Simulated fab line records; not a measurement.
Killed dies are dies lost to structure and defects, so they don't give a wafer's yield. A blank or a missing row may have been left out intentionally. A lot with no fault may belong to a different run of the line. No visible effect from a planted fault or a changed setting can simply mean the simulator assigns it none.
Chamber matching / flow n5_finfet / N5_BEOL_M9_DEP_56 on pecvd-03: 3 sister chambers
The step deposits SiCN from 3MS/NH3, target thk 15 nm, time 26.5 s. 22 wafers are shown with their chamber, then 11 later ones without.

== WAFERS WITH THEIR CHAMBER ==
wafer=L074.2; chamber=2; throttle_valve_pct (%)=8.6; showerhead_plenum_p_Torr (Torr)=3.667
wafer=L074.3; chamber=1; throttle_valve_pct (%)=9.3; showerhead_plenum_p_Torr (Torr)=3.690
wafer=L074.4; chamber=1; throttle_valve_pct (%)=9.5; showerhead_plenum_p_Torr (Torr)=3.689
wafer=L075.1; chamber=2; throttle_valve_pct (%)=8.2; showerhead_plenum_p_Torr (Torr)=3.672
wafer=L075.3; chamber=2; throttle_valve_pct (%)=8.3; showerhead_plenum_p_Torr (Torr)=3.667
wafer=L075.5; chamber=1; throttle_valve_pct (%)=9.4; showerhead_plenum_p_Torr (Torr)=3.674
wafer=L080.2; chamber=0; throttle_valve_pct (%)=9.4; showerhead_plenum_p_Torr (Torr)=3.656
wafer=L080.4; chamber=0; throttle_valve_pct (%)=9.0; showerhead_plenum_p_Torr (Torr)=3.663
wafer=L080.5; chamber=1; throttle_valve_pct (%)=9.4; showerhead_plenum_p_Torr (Torr)=3.686
wafer=L079.1; chamber=2; throttle_valve_pct (%)=8.6; showerhead_plenum_p_Torr (Torr)=3.670
wafer=L079.4; chamber=2; throttle_valve_pct (%)=8.4; showerhead_plenum_p_Torr (Torr)=3.658
wafer=L079.6; chamber=0; throttle_valve_pct (%)=9.6; showerhead_plenum_p_Torr (Torr)=3.657
wafer=L083.2; chamber=0; throttle_valve_pct (%)=9.4; showerhead_plenum_p_Torr (Torr)=3.657
wafer=L083.5; chamber=2; throttle_valve_pct (%)=8.6; showerhead_plenum_p_Torr (Torr)=3.660
wafer=L083.6; chamber=0; throttle_valve_pct (%)=9.5; showerhead_plenum_p_Torr (Torr)=3.665
wafer=L086.1; chamber=2; throttle_valve_pct (%)=8.7; showerhead_plenum_p_Torr (Torr)=3.671
wafer=L086.3; chamber=1; throttle_valve_pct (%)=9.0; showerhead_plenum_p_Torr (Torr)=3.678
wafer=L086.4; chamber=2; throttle_valve_pct (%)=8.4; showerhead_plenum_p_Torr (Torr)=3.669
wafer=L084.3; chamber=0; throttle_valve_pct (%)=9.8; showerhead_plenum_p_Torr (Torr)=3.657
wafer=L084.5; chamber=0; throttle_valve_pct (%)=9.8; showerhead_plenum_p_Torr (Torr)=3.660
wafer=L084.6; chamber=1; throttle_valve_pct (%)=9.1; showerhead_plenum_p_Torr (Torr)=3.680
wafer=L085.1; chamber=1; throttle_valve_pct (%)=9.5; showerhead_plenum_p_Torr (Torr)=3.679

SIGNATURES, as means of the wafers listed above
reading=throttle_valve_pct; chamber 0=9.500; chamber 1=9.314; chamber 2=8.475; scatter within a chamber=0.218
reading=showerhead_plenum_p_Torr; chamber 0=3.65929; chamber 1=3.68229; chamber 2=3.66675; scatter within a chamber=0.00502
Rule: for a wafer and a chamber, the distance is found by dividing, reading by reading, the gap between the wafer's reading and the chamber's mean by the reading's scatter, squaring, summing and taking the root. If the next closest chamber is less than 2 further off than the closest, the wafer can't be placed; otherwise it belongs to the closest. The scatter: the root of (the sum of the squares of (reading less its chamber's mean) over the shown wafers, divided by (wafers less chambers)).

== WAFERS WHOSE CHAMBER IS MISSING ==
wafer=L085.2; throttle_valve_pct (%)=8.8; showerhead_plenum_p_Torr (Torr)=3.669
wafer=L085.5; throttle_valve_pct (%)=9.6; showerhead_plenum_p_Torr (Torr)=3.661
wafer=L089.2; throttle_valve_pct (%)=8.5; showerhead_plenum_p_Torr (Torr)=3.670
wafer=L089.3; throttle_valve_pct (%)=9.3; showerhead_plenum_p_Torr (Torr)=3.682
wafer=L089.6; throttle_valve_pct (%)=9.3; showerhead_plenum_p_Torr (Torr)=3.679
wafer=L090.1; throttle_valve_pct (%)=9.3; showerhead_plenum_p_Torr (Torr)=3.681
wafer=L090.2; throttle_valve_pct (%)=9.5; showerhead_plenum_p_Torr (Torr)=3.646
wafer=L090.3; throttle_valve_pct (%)=8.5; showerhead_plenum_p_Torr (Torr)=3.672
wafer=L096.2; throttle_valve_pct (%)=9.7; showerhead_plenum_p_Torr (Torr)=3.678
wafer=L096.4; throttle_valve_pct (%)=9.2; showerhead_plenum_p_Torr (Torr)=3.682
wafer=L096.6; throttle_valve_pct (%)=8.9; showerhead_plenum_p_Torr (Torr)=3.660

== CHAMBER TAKEN BY EACH ==
wafer=L085.2; from the rows above=can't be placed: 2 or 1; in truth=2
wafer=L085.5; from the rows above=0; in truth=0
wafer=L089.2; from the rows above=2; in truth=2
wafer=L089.3; from the rows above=1; in truth=1
wafer=L089.6; from the rows above=1; in truth=1
wafer=L090.1; from the rows above=1; in truth=1
wafer=L090.2; from the rows above=0; in truth=0
wafer=L090.3; from the rows above=2; in truth=2
wafer=L096.2; from the rows above=can't be placed: 1 or 0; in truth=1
wafer=L096.4; from the rows above=1; in truth=1
wafer=L096.6; from the rows above=can't be placed: 2 or 0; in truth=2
Correctly placed: 8 of 11. From these rows, 3 cannot be placed; in 3 the true chamber is one of the candidates. Placed wrongly: 0.
